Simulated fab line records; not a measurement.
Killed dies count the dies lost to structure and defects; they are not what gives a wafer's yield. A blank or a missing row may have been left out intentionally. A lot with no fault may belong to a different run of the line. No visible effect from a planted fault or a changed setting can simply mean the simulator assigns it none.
Chamber matching ; flow nand_harc ; NHARC_P_M2_ETCH_35 on rie_diel-03 has 4 sister chambers
The step etches the open film in N2/H2, target depth 40 nm, overetch 12 nm, time 43.94 s. 8 wafers are shown with their chamber, then 7 later ones without.

## WAFERS, EACH WITH ITS CHAMBER
wafer;chamber;drypump_motor_current_A (A);rf_vpp_V (V)
L406.2;1;6.0;433
L406.4;0;4.7;427
L409.4;2;6.2;436
L409.6;2;6.2;435
L410.2;1;6.0;434
L410.5;0;4.8;427
L421.3;3;5.7;426
L421.5;3;5.8;430

## WAFERS MISSING THEIR CHAMBER
wafer;drypump_motor_current_A (A);rf_vpp_V (V)
L421.6;4.7;428
L422.1;6.0;433
L422.2;5.8;427
L422.4;6.0;432
L423.2;6.2;434
L423.3;6.0;433
L423.4;5.7;428

## WHICH CHAMBER EACH WENT THROUGH
wafer;from the rows above;in truth
L421.6;0;0
L422.1;1;1
L422.2;3;3
L422.4;1;1
L423.2;2;2
L423.3;1;1
L423.4;3;3
7 of 7 placed correctly. Number that these rows cannot place: 0. Number placed wrongly: 0.
How it was worked out, from the rows above alone: a wafer's distance from a chamber is the root of the sum, over the readings, of the square of ((its reading less the chamber's mean) divided by the reading's scatter). The wafer belongs to the nearest chamber; if the next one is less than 2 further off, it can't be placed. Each chamber's mean is taken over the wafers shown for it. How the scatter is found: for the shown wafers, subtract from each reading the mean of its chamber, square and add these, divide the total by (wafers less chambers), then take the root.
